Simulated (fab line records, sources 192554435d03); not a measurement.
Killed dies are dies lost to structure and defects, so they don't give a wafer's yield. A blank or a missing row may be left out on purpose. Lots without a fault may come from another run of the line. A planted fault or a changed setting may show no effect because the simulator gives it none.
Chamber matching | flow n5_finfet | N5_BEOL_M1_DEP_57 on pecvd-02: 3 sister chambers
The step deposits SiCN from 3MS/NH3, target thk 8 nm, time 14 s. 6 wafers are shown with their chamber, then 8 later ones without.

WAFERS WITH THEIR CHAMBER
wafer  | chamber | showerhead_plenum_p_Torr (Torr) | throttle_valve_pct (%)
L080.4 | 0       | 3.678                           | 9.4
L080.6 | 2       | 3.637                           | 9.0
L083.1 | 2       | 3.633                           | 9.5
L083.2 | 1       | 3.676                           | 9.2
L083.6 | 1       | 3.676                           | 9.0
L092.1 | 0       | 3.679                           | 9.2

WAFERS WITHOUT THEIR CHAMBER
wafer  | showerhead_plenum_p_Torr (Torr) | throttle_valve_pct (%)
L092.3 | 3.684                           | 9.1
L092.6 | 3.683                           | 8.8
L093.3 | 3.622                           | 9.3
L093.5 | 3.684                           | 9.2
L093.6 | 3.635                           | 9.2
L094.2 | 3.675                           | 9.4
L094.3 | 3.630                           | 9.3
L094.6 | 3.630                           | 9.3

WHICH CHAMBER EACH WENT THROUGH
wafer  | from the rows above     | in truth
L092.3 | can't be placed: 0 or 1 | 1
L092.6 | can't be placed: 0 or 1 | 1
L093.3 | 2                       | 2
L093.5 | can't be placed: 0 or 1 | 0
L093.6 | 2                       | 2
L094.2 | can't be placed: 1 or 0 | 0
L094.3 | 2                       | 2
L094.6 | 2                       | 2
Placed correctly: 4 of 8. Can't be placed from these rows: 4 (the true chamber is among the candidates in 4). Placed wrongly: 0.
How it was worked out, from the rows above alone: a wafer's distance from a chamber is the root of the sum, over the readings, of the square of ((its reading less the chamber's mean) divided by the reading's scatter). The wafer belongs to the nearest chamber; if the next one is less than 2 further off, it can't be placed. A chamber's mean is the mean of its shown wafers. The scatter: the root of (the sum of the squares of (reading less its chamber's mean) over the shown wafers, divided by (wafers less chambers)).
